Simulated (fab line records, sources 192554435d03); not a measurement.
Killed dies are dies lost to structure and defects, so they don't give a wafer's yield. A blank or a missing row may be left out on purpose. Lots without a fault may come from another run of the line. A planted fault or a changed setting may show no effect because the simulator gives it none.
Chamber matching | flow n5_finfet | N5_BEOL_M0_SAQP_ETCH_106 on rie_diel-04: 4 sister chambers
The step etches SOC in N2/H2, stops on SiNx, target depth 150 nm. 14 wafers are shown with their chamber, then 7 later ones without.

WAFERS WITH THEIR CHAMBER
wafer  | chamber | showerhead_plenum_p_Torr (Torr) | drypump_motor_current_A (A) | throttle_valve_pct (%)
L077.1 | 1       | 2.70                            | 5.8                         | 17.77
L077.2 | 3       | 2.39                            | 5.7                         | 17.83
L077.3 | 0       | 2.53                            | 5.1                         | 17.54
L079.1 | 0       | 2.52                            | 5.1                         | 17.56
L079.4 | 3       | 2.39                            | 5.7                         | 17.84
L079.5 | 0       | 2.52                            | 5.1                         | 17.56
L080.2 | 2       | 2.71                            | 5.6                         | 17.30
L080.3 | 3       | 2.38                            | 5.7                         | 17.86
L080.6 | 1       | 2.70                            | 5.9                         | 17.78
L082.2 | 2       | 2.71                            | 5.6                         | 17.29
L082.3 | 1       | 2.70                            | 5.8                         | 17.79
L082.5 | 2       | 2.71                            | 5.6                         | 17.29
L084.2 | 3       | 2.38                            | 5.7                         | 17.88
L084.3 | 1       | 2.70                            | 5.8                         | 17.82

SIGNATURES (means of the wafers above)
reading                  | chamber 0 | chamber 1 | chamber 2 | chamber 3 | scatter within a chamber
showerhead_plenum_p_Torr | 2.5233    | 2.7000    | 2.7100    | 2.3850    | 0.00408
drypump_motor_current_A  | 5.100     | 5.825     | 5.600     | 5.700     | 0.0274
throttle_valve_pct       | 17.5533   | 17.7900   | 17.2933   | 17.8525   | 0.0179
Rule: a wafer's distance from a chamber is the root of the sum, over the readings, of the square of ((its reading less the chamber's mean) divided by the reading's scatter). The wafer belongs to the nearest chamber; if the next one is less than 2 further off, it can't be placed. The scatter: the root of (the sum of the squares of (reading less its chamber's mean) over the shown wafers, divided by (wafers less chambers)).

WAFERS WITHOUT THEIR CHAMBER
wafer  | showerhead_plenum_p_Torr (Torr) | drypump_motor_current_A (A) | throttle_valve_pct (%)
L084.6 | 2.38                            | 5.7                         | 17.85
L088.1 | 2.70                            | 5.7                         | 17.47
L088.4 | 2.52                            | 5.1                         | 17.59
L088.5 | 2.70                            | 5.7                         | 17.45
L095.1 | 2.51                            | 5.1                         | 17.60
L095.3 | 2.69                            | 5.7                         | 17.49
L095.6 | 2.51                            | 5.1                         | 17.61

WHICH CHAMBER EACH WENT THROUGH
wafer  | from the rows above | in truth
L084.6 | 3                   | 3
L088.1 | 2                   | 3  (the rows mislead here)
L088.4 | 0                   | 0
L088.5 | 2                   | 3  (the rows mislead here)
L095.1 | 0                   | 0
L095.3 | 2                   | 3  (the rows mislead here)
L095.6 | 0                   | 0
Placed correctly: 4 of 7. Can't be placed from these rows: 0. Placed wrongly: 3.
